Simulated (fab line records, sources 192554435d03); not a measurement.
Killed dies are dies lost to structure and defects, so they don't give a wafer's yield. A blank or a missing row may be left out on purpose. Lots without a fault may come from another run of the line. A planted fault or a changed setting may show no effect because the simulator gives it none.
Split-lot experiment | flow n5_finfet | 7 lots, 21 wafers read, on a route of 1938 steps

THE SPLIT
At N5_BEOL_M12_CMP_49 (polishes, stops on SiOC, t overpolish 20.6 s, target thk 320 nm), the setting down_force_psi was moved away from the recipe's 1 psi on 9 of the 21 wafers read, by -17.0% to +21.4%. The other wafers ran this setting at the recipe's value.

The reading is taken at the split's own step.

THE READING
barrier_field_endpoint_s, in s, at N5_BEOL_M12_CMP_49 (polishes, stops on SiOC, t overpolish 20.6 s, target thk 320 nm). Fault-free wafers of this fab line usually give 30.1 s, standard deviation 0.64 s.

wafer  | tool, chamber at the split | down_force_psi as run, psi | against the recipe | barrier_field_endpoint_s, s | against lot-mates on the recipe
L074.4 | cmp-03, 1                  | 0.8743                     | -12.6%             | 34.8                        | +4.1
L074.2 | cmp-03, 2                  | 0.8743                     | -12.6%             | 34.8                        | +4.1
L074.3 | cmp-03, 3                  | 1                          | recipe             | 30.7                        | -
L076.1 | cmp-03, 0                  | 1                          | recipe             | 30.7                        | -
L076.3 | cmp-03, 1                  | 1.214                      | +21.4%             | 24.5                        | -6.2
L076.6 | cmp-03, 1                  | 1.214                      | +21.4%             | 24.7                        | -6.0
L082.4 | cmp-02, 0                  | 1                          | recipe             | 30.2                        | -
L082.1 | cmp-02, 2                  | 1                          | recipe             | 29.5                        | -
L082.5 | cmp-02, 0                  | 1                          | recipe             | 30.1                        | -
L086.2 | cmp-04, 2                  | 0.8904                     | -11.0%             | 34.1                        | +3.5
L086.5 | cmp-04, 3                  | 1                          | recipe             | 30.6                        | -
L086.6 | cmp-04, 0                  | 0.8904                     | -11.0%             | 32.9                        | +2.3
L095.4 | cmp-03, 2                  | 1                          | recipe             | 29.9                        | -
L095.2 | cmp-03, 3                  | 1                          | recipe             | 30.6                        | -
L095.5 | cmp-03, 1                  | 1                          | recipe             | 29.9                        | -
L094.3 | cmp-04, 1                  | 1                          | recipe             | 30.6                        | -
L094.4 | cmp-04, 3                  | 1                          | recipe             | 31.0                        | -
L094.2 | cmp-04, 0                  | 1                          | recipe             | 30.3                        | -
L097.3 | cmp-03, 0                  | 0.8302                     | -17.0%             | 35.7                        | no lot-mate on the recipe
L097.1 | cmp-03, 2                  | 0.8302                     | -17.0%             | 35.9                        | no lot-mate on the recipe
L097.6 | cmp-03, 3                  | 0.8302                     | -17.0%             | 35.5                        | no lot-mate on the recipe

THE FIT
A straight line over all 21 wafers: barrier_field_endpoint_s changes by -0.296 s for each +1% of down_force_psi; r = -0.99; the points scatter about the line by 0.48 s.
The same after taking each lot's own level away (the mean of its wafers on the recipe; 18 wafers): -0.29 s for each +1%; r = -0.99; scatter 0.37 s.
On that fit, the largest move of down_force_psi shifts the reading by 6.2 s.
The lots' own levels span 29.93 to 30.70 s, that is 1.2 times the standard deviation above.
So the lot-to-lot level changes the slope little: the two slopes agree.
Check: with one of the wafers moved furthest among these (+21.4%) left out of the fit, the line predicts -6.17 s for it against its lot-mates. It came out at -6.2 s against them.
Tool readings at the split's step, against how far the setting was moved: barrier_field_endpoint_s r = -0.99.

OTHER SPLITS ON THESE WAFERS
These wafers also went through other splits before the reading. Each is held against what the fit with the lots' levels taken away leaves over:
other split on the same wafers   | wafers away from the commonest value | r with barrier_field_endpoint_s (lot level and that fit taken away)
N5_BEOL_M11_ILD_DEP_00 time_s    | 4                                    | +0.05
N5_BEOL_M12_COAT_04 spin_rpm     | 6                                    | -0.12
N5_BEOL_M12_ETCH_59 h2_flow_sccm | 9                                    | +0.03

THE FILE'S OWN FIT
barrier_field_endpoint_s changes by -0.291 s for each +1% of down_force_psi, r = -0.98.
